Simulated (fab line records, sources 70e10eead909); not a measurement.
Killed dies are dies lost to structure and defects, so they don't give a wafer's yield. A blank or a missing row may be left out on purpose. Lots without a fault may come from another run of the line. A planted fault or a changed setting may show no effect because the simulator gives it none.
fab line records | flow nand_harc | part 1 of 2: steps 1 to 22 of 32
record lots=5 wafers=15 last_day=24
route steps=1159 shown A_CHANNEL_HOLE_D1@482 A_CHANNEL_FILL_D1@490
lots that met no fault: from a run of the same line without faults
start_h: hours from the record's first day to the start of the lot's first wafer shown | wait_h: hours since the lot's step before | " the same as in the row above | L1.1+2: a row that stands for several wafers | - no value, or no start given | * or withheld: withheld | < > ~ a bound
route shown NAME@n: a module of which the file shows steps, and the number in the route of the first | usual: mean/standard deviation of fault-free wafers | same: alike in all rows | chamber/n: place in a boat | sites: the reading at each site | _std_site: their standard deviation | _edge_site: outer sites' mean less inner sites' | radius_mm: how far each site lies from the wafer's centre | mask NAME#n: copy n | behind: the tool/chamber that last shaped the wafer | hold: why the lot was held/for how many hours/how that ended | device: the transistor (n, p or np) that didn't switch | end of line: the same wafers' tests at the end of the route | a step without rows: its recipe alone | killed: dies lost to structure and defects at the first sort, not the wafer's yield | map: a wafer's dies, x killed, . not, _ none there
set.NAME: the setting as run; set.NAME@STEP: as run at that earlier step | model.NAME: the simulator's own value behind a step, which no gauge read
lots at some steps of the route; a table a step, a row a wafer
services: from which hour (start_h, from the record's first day; less than 0 if before it) a tool's chamber was out of use, for how many hours, and why
## steps
# step NHARC_A_CHANNEL_HOLE_D1_STRIP_43
# recipe o2_flow_sccm=400 cos_flow_sccm=20 ar_flow_sccm=0 bias_w=0 chemistry=O2/COS
# columns lot.wafer tool chamber start_h wait_h
L084.3+4+5 rie_diel-01 0,3,0 240.59 0.1
L085.2+4+5 rie_diel-10 3,1,0 241.06 0.0
L091.2+5+6 rie_diel-10 2,2,3 281.46 0.0
L094.2+4+6 rie_diel-01 3,2,0 301.71 0.1
L093.3+1+6 rie_diel-03 3,2,3 302.40 0.1
# step NHARC_A_CHANNEL_HOLE_D1_ETCH_44
# recipe target_depth_a=1400 overetch_a=140 time_s=77 ion_energy_ev=100 cf4_flow_sccm=80 o2_flow_sccm=20 ar_flow_sccm=0 rf_w=300 bias_w=100 chemistry=CF4/O2
# usual drypump_motor_current_A=5.7/0.43 oes_product_au=0.995/0.011 rf_vpp_V=198.7/1.3 showerhead_plenum_p_Torr=1.38/0.049 throttle_valve_pct=13.396/0.0083
# same time_s=77
# columns lot.wafer tool chamber start_h wait_h drypump_motor_current_A oes_product_au rf_hours_counter_h rf_vpp_V showerhead_plenum_p_Torr throttle_valve_pct
L084.3 rie_diel-01 0 240.66 0.1 6.5 0.995 5.9 200.2 1.43 13.383
L084.5 " 3 " " 6.3 1.000 - 198.3 1.38 13.389
L084.4 " 0 " " 6.5 0.983 - 199.6 1.43 13.405
L085.4 rie_diel-10 2 241.12 0.1 5.4 1.003 4.4 200.0 1.42 13.382
L085.2 " 3 " " 5.2 0.983 4.8 199.9 1.42 13.395
L085.5 " 3 " " 5.2 0.988 - 200.5 1.42 13.379
L091.2 rie_diel-10 1 281.53 0.1 5.5 1.013 6.2 198.3 1.38 13.394
L091.6 " 1 " " 5.4 1.009 - 199.3 1.38 13.409
L091.5 " 2 " " 5.3 0.990 - 198.7 1.42 13.401
L094.2 rie_diel-01 3 301.78 0.1 6.3 0.989 10.1 199.7 1.38 13.396
L094.4 " 0 " " 6.5 0.994 9.9 199.7 1.43 13.411
L094.6 " 2 " " 6.2 0.995 - 196.9 1.31 13.389
L093.1 rie_diel-03 1 302.46 0.0 6.0 0.986 4.6 199.1 1.42 13.400
L093.3 " 2 " " 5.4 0.989 5.1 199.4 1.39 13.389
L093.6 " 2 " " 5.3 0.996 - 199.4 1.39 13.413
# step NHARC_A_CHANNEL_HOLE_D1_STRIP_27
# recipe o2_flow_sccm=500 ar_flow_sccm=0 bias_w=0 chemistry=O2
# usual drypump_motor_current_A=5.7/0.42 oes_product_au=0.997/0.012 rf_vpp_V=58.1/0.9 showerhead_plenum_p_Torr=3.62/0.13 throttle_valve_pct=17.037/0.0096
# columns lot.wafer tool chamber start_h wait_h drypump_motor_current_A oes_product_au rf_hours_counter_h rf_vpp_V showerhead_plenum_p_Torr throttle_valve_pct
L084.3 rie_diel-01 1 - - 5.2 0.987 5.7 56.9 3.56 17.035
L084.5 " 0 " " 6.5 0.983 - 58.3 3.77 17.042
L084.4 " 1 " " 5.2 0.983 - 58.3 3.56 17.030
L085.2 rie_diel-10 2 - - 5.4 0.996 4.4 58.8 3.75 17.038
L085.4 " 3 " " 5.2 0.976 4.9 59.6 3.74 17.036
L085.5 " 1 " " 5.5 1.004 - 58.3 3.65 17.015
L091.2 rie_diel-10 1 - - 5.4 1.009 6.2 57.6 3.65 17.046
L091.5 " 3 " " 5.2 0.985 - 57.8 3.74 17.028
L091.6 " 0 " " 6.0 1.014 - 56.7 3.40 17.028
L094.4 rie_diel-01 0 - - 6.6 0.996 9.9 59.5 3.76 17.031
L094.2 " 1 " " 5.2 0.985 9.9 58.4 3.56 17.045
L094.6 " 2 " " 6.2 0.982 - 55.7 3.47 17.043
L093.1 rie_diel-03 0 - - 5.9 0.977 4.9 57.3 3.43 17.057
L093.3 " 3 " " 5.5 0.977 5.5 58.9 3.69 17.019
L093.6 " 0 " " 5.9 0.982 - 58.8 3.43 17.049
# step NHARC_A_CHANNEL_HOLE_D1_PRECLEAN_28
# recipe time_s=* temp_c=50 bath_age_min=0 chemistry=SC1
# usual sc1_h2o2_end_mol_l=0.3698/0.00072
# same time_s=*
# columns lot.wafer tool chamber start_h wait_h sc1_h2o2_end_mol_l
L084.3 wet_bench-07 3 241.43 - 0.3700
L084.4 " 6 " " 0.3684
L084.5 " 7 " " 0.3687
L085.4 wet_bench-03 5 241.79 - 0.3698
L085.2 " 6 " " 0.3694
L085.5 " 7 " " 0.3709
L091.5 wet_bench-03 7 282.18 - 0.3705
L091.6 " 0 " " 0.3697
L091.2 " 1 " " 0.3699
L094.6 wet_bench-03 1 302.43 - 0.3699
L094.4 " 2 " " 0.3698
L094.2 " 6 " " 0.3701
L093.3 wet_bench-03 2 303.12 - 0.3696
L093.1 " 4 " " 0.3703
L093.6 " 6 " " 0.3694
# step NHARC_A_CHANNEL_HOLE_D1_SRD_29
# columns lot.wafer tool chamber start_h wait_h
L084.3+4+5 wet_bench-07 3,6,7 - -
L085.4+2+5 wet_bench-03 5,6,7 - -
L091.5+6+2 wet_bench-03 7,0,1 - -
L094.6+4+2 wet_bench-03 1,2,6 - -
L093.3+1+6 wet_bench-03 2,4,6 - -
# step NHARC_A_CHANNEL_HOLE_D1_CD_MEAS_30
# usual cd_nm=90.2/1.2
# columns lot.wafer tool chamber start_h wait_h cd_nm
L084.3 cd_sem-03 - 241.57 - 89.3
L084.4 " - " " 88.6
L084.5 " - " " 89.7
L085.2 cd_sem-03 - 241.93 - 89.8
L085.4 " - " " 88.2
L085.5 " - " " 88.5
L091.2 cd_sem-02 - 282.32 - 91.6
L091.5 " - " " 88.8
L091.6 " - " " 91.3
L094.2 cd_sem-01 - 302.57 - 91.0
L094.4 " - " " 92.4
L094.6 " - " " 91.6
L093.1 cd_sem-01 - 303.26 - 90.5
L093.3 " - " " 89.5
L093.6 " - " " 90.3
# step NHARC_A_CHANNEL_HOLE_D1_XSEM_31
# recipe landing_energy_ev=35000
# usual bot_cd_nm=74.6/1.4 bow_nm=8.55/0.25 tilt_deg=0.07/0.04
# columns lot.wafer tool chamber start_h wait_h bot_cd_nm bow_nm tilt_deg
L084.3 xsem-01 0 241.66 0.1 73.9 8.54 0.04
L084.4 " 0 " " 73.4 8.67 0.04
L084.5 " 0 " " 74.8 8.70 0.04
L085.2 xsem-02 0 242.02 0.1 74.7 8.69 0.06
L085.4 " 0 " " 73.2 8.66 0.06
L085.5 " 0 " " 73.1 8.61 0.06
L091.2 xsem-01 0 282.43 0.1 76.6 8.64 -0.02
L091.5 " 0 " " 74.0 8.72 -0.02
L091.6 " 0 " " 76.4 8.72 -0.02
L094.2 xsem-01 0 302.66 0.1 76.2 8.65 0.04
L094.4 " 0 " " 76.7 8.64 0.04
L094.6 " 0 " " 75.1 8.75 0.04
L093.1 xsem-01 0 303.34 0.1 74.8 8.27 0.10
L093.3 " 0 " " 74.3 8.22 0.10
L093.6 " 0 " " 75.0 8.17 0.10
# step NHARC_A_CHANNEL_HOLE_D1_INSPECT_40
# usual raw_defect_count=62/15
# columns lot.wafer tool chamber start_h wait_h raw_defect_count
L084.3 defect_inspect-01 - 241.75 - 58
L084.4 " - " " 66
L084.5 " - " " 39
L085.2 defect_inspect-01 - 242.11 - 83
L085.4 " - " " 46
L085.5 " - " " 51
L091.2 defect_inspect-02 - 282.53 - 86
L091.5 " - " " 64
L091.6 " - " " 52
L094.2 defect_inspect-01 - 302.76 - 51
L094.4 " - " " 53
L094.6 " - " " 53
L093.1 defect_inspect-01 - 303.44 - 75
L093.3 " - " " 83
L093.6 " - " " 75
# step NHARC_A_CHANNEL_FILL_D1_PRECLEAN_00
# recipe time_s=* temp_c=50 bath_age_min=0 chemistry=SC1
# usual sc1_h2o2_end_mol_l=0.3697/0.00065
# same time_s=*
# columns lot.wafer tool chamber start_h wait_h sc1_h2o2_end_mol_l
L084.4 wet_bench-02 5 241.81 0.1 0.3700
L084.3 " 7 " " 0.3699
L084.5 " 0 " " 0.3711
L085.5 wet_bench-01 3 242.17 0.0 0.3706
L085.2 " 4 " " 0.3708
L085.4 " 5 " " 0.3691
L091.2 wet_bench-05 6 282.59 0.1 0.3686
L091.5 " 7 " " 0.3696
L091.6 " 1 " " 0.3699
L094.6 wet_bench-02 6 302.81 0.0 0.3690
L094.4 " 7 " " 0.3709
L094.2 " 1 " " 0.3684
L093.6 wet_bench-01 5 303.49 0.0 0.3690
L093.1 " 0 " " 0.3694
L093.3 " 2 " " 0.3696
# step NHARC_A_CHANNEL_FILL_D1_SRD_01
# columns lot.wafer tool chamber start_h wait_h
L084.4+3+5 wet_bench-02 5,7,0 - -
L085.5+2+4 wet_bench-01 3,4,5 - -
L091.2+5+6 wet_bench-05 6,7,1 - -
L094.6+4+2 wet_bench-02 6,7,1 - -
L093.6+1+3 wet_bench-01 5,0,2 - -
# step NHARC_A_CHANNEL_FILL_D1_ALD_02
# recipe target_thk_a=60 pulse_time_s=10 ald_cycles=60 temp_c=300 material=SiO2
# usual heater_power_w=453/38 precursor_pulse_height_rel=1.001/0.021
# columns lot.wafer tool chamber start_h wait_h heater_power_w precursor_pulse_height_rel
L084.4 ald_hk-01 1 241.95 - 465 0.972
L084.3 " 3 " " 457 1.021
L084.5 " 1 " " 458 0.997
L085.2 ald_hk-04 0 242.31 - 421 1.029
L085.4 " 1 " " 448 0.990
L085.5 " 1 " " 438 1.022
L091.2 ald_hk-04 1 282.73 - 443 0.994
L091.6 " 1 " " 442 1.022
L091.5 " 2 " " 419 0.969
L094.4 ald_hk-04 0 303.11 - 420 0.988
L094.2 " 1 " " 440 0.973
L094.6 " 2 " " 410 0.994
L093.3 ald_hk-01 0 303.64 - 472 1.018
L093.1 " 1 " " 471 1.005
L093.6 " 1 " " 468 0.988
# step NHARC_A_CHANNEL_FILL_D1_ALD_03
# recipe target_thk_a=60 pulse_time_s=60 ald_cycles=58 temp_c=630 pressure_torr=2 material=SiNx
# usual precursor_pulse_height_rel=1.002/0.02
# columns lot.wafer tool chamber start_h wait_h precursor_pulse_height_rel
L084.3 ald_sin_batch-01 0 - - 1.009
L084.4 " 0 " " 1.033
L084.5 " 0 " " 1.048
L085.2 ald_sin_batch-01 0 - - 0.989
L085.4 " 0 " " 0.961
L085.5 " 0 " " 0.994
L091.2 ald_sin_batch-02 0 - - 1.002
L091.5 " 0 " " 0.980
L091.6 " 0 " " 0.984
L093.1 ald_sin_batch-03 0 - - 1.009
L093.3 " 0 " " 1.009
L093.6 " 0 " " 0.999
L094.2 ald_sin_batch-03 0 - - 1.016
L094.4 " 0 " " 0.992
L094.6 " 0 " " 1.002
# step NHARC_A_CHANNEL_FILL_D1_ALD_14
# recipe target_thk_a=25 pulse_time_s=10 ald_cycles=25 temp_c=300 material=SiO2
# usual heater_power_w=453/38 precursor_pulse_height_rel=1.000/0.021
# columns lot.wafer tool chamber start_h wait_h heater_power_w precursor_pulse_height_rel
L084.3 ald_hk-04 2 249.03 0.0 414 0.997
L084.4 " 3 " " 512 1.018
L084.5 " 2 " " 412 0.976
L085.2 ald_hk-04 3 249.25 0.3 499 1.004
L085.4 " 1 " " 452 0.988
L085.5 " 3 " " 513 0.992
L091.2 ald_hk-04 2 290.02 0.3 411 0.978
L091.5 " 1 " " 430 0.996
L091.6 " 2 " " 412 0.940
L093.1 ald_hk-04 0 310.51 0.6 412 0.982
L093.3 " 2 " " 405 0.975
L093.6 " 0 " " 433 1.018
L094.2 ald_hk-04 0 310.70 0.8 408 0.973
L094.4 " 1 " " 442 1.005
L094.6 " 1 " " 456 0.954
# step NHARC_A_CHANNEL_FILL_D1_ALD_15
# recipe target_thk_a=20 pulse_time_s=60 ald_cycles=19 temp_c=630 pressure_torr=2 material=SiNx
# usual precursor_pulse_height_rel=0.997/0.021
# columns lot.wafer tool chamber start_h wait_h precursor_pulse_height_rel
L084.3 ald_sin_batch-03 0 - - 1.006
L084.4 " 0 " " 0.979
L084.5 " 0 " " 0.952
L085.2 ald_sin_batch-03 0 - - 0.992
L085.4 " 0 " " 0.998
L085.5 " 0 " " 0.964
L091.2 ald_sin_batch-03 0 - - 0.983
L091.5 " 0 " " 0.997
L091.6 " 0 " " 0.974
L093.1 ald_sin_batch-01 0 - - 1.012
L093.3 " 0 " " 0.978
L093.6 " 0 " " 0.957
L094.2 ald_sin_batch-01 0 - - 1.002
L094.4 " 0 " " 1.038
L094.6 " 0 " " 0.972
# step NHARC_A_CHANNEL_FILL_D1_ALD_16
# recipe target_thk_a=15 pulse_time_s=10 ald_cycles=15 temp_c=300 material=SiO2
# usual heater_power_w=448/35 precursor_pulse_height_rel=1.004/0.019
# columns lot.wafer tool chamber start_h wait_h heater_power_w precursor_pulse_height_rel
L085.4 ald_hk-04 3 254.23 0.1 497 0.981
L085.2 " 0 " " 415 1.003
L085.5 " 3 " " 508 1.010
L084.4 ald_hk-02 0 254.25 0.1 420 0.998
L084.3 " 1 " " 449 0.968
L084.5 " 2 " " 449 1.009
L091.2 ald_hk-02 1 294.95 0.0 449 0.983
L091.5 " 1 " " 440 0.998
L091.6 " 2 " " 447 1.024
L094.4 ald_hk-02 3 315.68 0.1 419 1.014
L094.2 " 1 " " 457 1.011
L094.6 " 2 " " 442 1.014
L093.1 ald_hk-04 0 315.68 0.1 412 0.990
L093.3 " 2 " " 419 1.034
L093.6 " 3 " " 505 1.012
# step NHARC_A_CHANNEL_FILL_D1_ANNEAL_17
# recipe temp_c=850 time_s=1800
# usual spike_tc_upper_C=850.3/1.1 zone_power_centre_pct=16.1/0.47
# same time_s=1800
# columns lot.wafer tool chamber start_h wait_h spike_tc_upper_C zone_power_centre_pct
L084.3 furnace-07 0 257.22 - 851.3 15.9
L084.4 " 0 " " 850.6 16.4
L084.5 " 0 " " 848.3 16.2
L085.2 furnace-07 0 257.22 - 848.1 16.4
L085.4 " 0 " " 850.1 16.5
L085.5 " 0 " " 849.7 16.3
L091.2 furnace-02 0 298.37 - 852.1 17.1
L091.5 " 0 " " 850.7 16.6
L091.6 " 0 " " 852.5 17.0
L093.1 furnace-05 0 318.81 - 850.1 15.6
L093.3 " 0 " " 850.7 15.5
L093.6 " 0 " " 850.0 15.7
L094.2 furnace-05 0 318.81 - 850.8 15.7
L094.4 " 0 " " 848.5 15.5
L094.6 " 0 " " 849.8 15.8
# step NHARC_A_CHANNEL_FILL_D1_CVD_18
# recipe target_thk_a=30 temp_c=550 material=poly-Si
# usual spike_tc_upper_C=550.3/1.2 zone_power_centre_pct=7.6/0.61
# columns lot.wafer tool chamber start_h wait_h spike_tc_upper_C zone_power_centre_pct
L084.3 lpcvd_poly-04 0 263.57 - 550.6 8.2
L084.4 " 0 " " 551.2 8.2
L084.5 " 0 " " 550.6 8.3
L085.2 lpcvd_poly-04 0 263.57 - 551.0 8.5
L085.4 " 0 " " 550.4 8.3
L085.5 " 0 " " 550.2 8.5
L091.2 lpcvd_poly-04 0 304.77 - 551.3 8.3
L091.5 " 0 " " 550.7 8.3
L091.6 " 0 " " 549.3 8.3
L093.1 lpcvd_poly-03 0 325.33 - 550.7 7.3
L093.3 " 0 " " 550.8 7.3
L093.6 " 0 " " 550.5 7.3
L094.2 lpcvd_poly-03 0 325.33 - 550.9 7.2
L094.4 " 0 " " 550.8 7.4
L094.6 " 0 " " 549.8 7.4
# step NHARC_A_CHANNEL_FILL_D1_ETCHBACK_19
# recipe target_depth_a=50 time_s=1.7 hbr_flow_sccm=150 cl2_flow_sccm=50 rf_w=400 icp_w=400 bias_w=100 chemistry=HBr/Cl2
# usual drypump_motor_current_A=5.8/0.37 he_backside_leak_sccm=2.7/0.31 oes_product_au=1.002/0.01 throttle_valve_pct=26.406/0.0098
# same time_s=1.7
# columns lot.wafer tool chamber start_h wait_h drypump_motor_current_A he_backside_leak_sccm oes_product_au rf_hours_counter_h throttle_valve_pct
L084.3 rie_si-05 1 265.66 0.4 5.9 2.8 0.997 0.2 26.398
L084.4 " 2 " " 5.4 2.2 0.988 0.2 26.396
L084.5 " 1 " " 5.8 2.8 0.994 - 26.411
L085.4 rie_si-05 1 265.75 0.5 5.8 2.9 0.994 0.2 26.410
L085.2 " 2 " " 5.4 2.3 0.977 0.2 26.399
L085.5 " 1 " " 5.8 2.8 0.989 - 26.407
L091.2 rie_si-05 2 306.86 0.4 5.4 2.2 0.996 0.5 26.400
L091.6 " 1 " " 5.8 2.8 0.987 - 26.392
L091.5 " 2 " " 5.4 2.2 0.984 - 26.399
L093.3 rie_si-04 2 327.43 0.4 5.6 2.7 0.999 0.3 26.406
L093.1 " 1 " " 5.9 2.7 1.018 0.3 26.404
L093.6 " 3 " " 5.7 3.0 1.014 - 26.415
L094.4 rie_si-02 0 327.44 0.4 5.4 2.5 0.986 1.0 26.400
L094.2 " 1 " " 5.9 2.5 0.998 1.1 26.411
L094.6 " 0 " " 5.4 2.3 0.992 - 26.392
# step NHARC_A_CHANNEL_FILL_D1_ETCHBACK_20
# recipe target_depth_a=270 time_s=13.5 c4f8_flow_sccm=withheld o2_flow_sccm=8 ar_flow_sccm=withheld rf_w=600 bias_w=1500 chemistry=C4F8/O2/Ar
# usual oes_product_au=0.97/0.036 rf_vpp_V=980/4.4
# same time_s=13.5
# columns lot.wafer tool chamber start_h wait_h oes_product_au rf_hours_counter_h rf_vpp_V
L084.3 rie_diel-11 2 265.79 - 0.99 1 985
L084.4 " 0 " " 0.98 2 973
L084.5 " 1 " " 1.00 - 978
L085.4 rie_diel-09 3 265.88 - 0.99 1 983
L085.2 " 0 " " 1.01 1 974
L085.5 " 1 " " 1.01 - 985
L091.2 rie_diel-05 3 307.00 - 0.91 5 976
L091.5 " 1 " " 0.92 - 979
L091.6 " 2 " " 0.92 - 976
L094.2 rie_diel-09 1 327.55 - 1.01 10 985
L094.4 " 0 " " 1.00 12 976
L094.6 " 2 " " 1.00 - 988
L093.3 rie_diel-11 1 327.56 - 0.92 4 979
L093.1 " 3 " " 0.90 4 980
L093.6 " 1 " " 0.92 - 978
# step NHARC_A_CHANNEL_FILL_D1_STRIP_28
# recipe time_s=20 o2_flow_sccm=500 ar_flow_sccm=0 bias_w=0 chemistry=O2
# usual drypump_motor_current_A=5.6/0.33 oes_product_au=0.995/0.011 rf_vpp_V=57.8/0.86 showerhead_plenum_p_Torr=3.57/0.11 throttle_valve_pct=17.036/0.01
# same time_s=20
# columns lot.wafer tool chamber start_h wait_h drypump_motor_current_A oes_product_au rf_hours_counter_h rf_vpp_V showerhead_plenum_p_Torr throttle_valve_pct
L084.4 rie_diel-11 2 265.88 0.1 5.5 0.998 1 57.4 3.68 17.028
L084.3 " 3 " " 5.2 0.972 2 58.3 3.58 16.998
L084.5 " 1 " " 5.2 1.005 - 57.7 3.53 17.030
L085.4 rie_diel-09 0 265.95 0.1 5.5 1.008 1 57.4 3.46 17.036
L085.2 " 3 " " 5.1 0.996 1 56.9 3.66 17.024
L085.5 " 1 " " 6.2 1.010 - 57.8 3.71 17.039
L091.2 rie_diel-05 0 307.07 0.1 5.9 1.006 5 58.6 3.76 17.035
L091.5 " 3 " " 5.8 0.996 - 58.1 3.45 17.030
L091.6 " 0 " " 5.9 0.991 - 58.1 3.76 17.048
L093.3 rie_diel-11 3 327.64 0.1 5.2 0.989 4 57.2 3.58 17.033
L093.1 " 0 " " 5.8 0.984 4 57.5 3.45 17.063
L093.6 " 0 " " 5.8 0.983 - 57.6 3.45 17.031
L094.4 rie_diel-09 3 327.64 0.1 5.1 0.999 12 58.0 3.66 17.026
L094.2 " 2 " " 5.9 0.996 12 58.4 3.75 17.038
L094.6 " 0 " " 5.5 1.007 - 57.2 3.45 17.053
# step NHARC_A_CHANNEL_FILL_D1_PRECLEAN_21
# recipe time_s=30 chemistry=dHF
# same time_s=30
# columns lot.wafer tool chamber start_h wait_h
L084.4+3+5 wet_bench-05 6,0,3 265.97 -
L085.4+5+2 wet_bench-01 3,5,7 266.05 -
L091.5+6+2 wet_bench-01 7,0,1 307.17 -
L093.1+6+3 wet_bench-01 5,6,0 327.74 -
L094.4+2+6 wet_bench-02 3,4,7 327.74 -
# step NHARC_A_CHANNEL_FILL_D1_SRD_23
# columns lot.wafer tool chamber start_h wait_h
L084.4+3+5 wet_bench-05 6,0,3 266.00 0.0
L085.4+5+2 wet_bench-01 3,5,7 266.08 0.0
L091.5+6+2 wet_bench-01 7,0,1 307.20 0.0
L093.1+6+3 wet_bench-01 5,6,0 327.77 0.0
L094.4+2+6 wet_bench-02 3,4,7 327.77 0.0
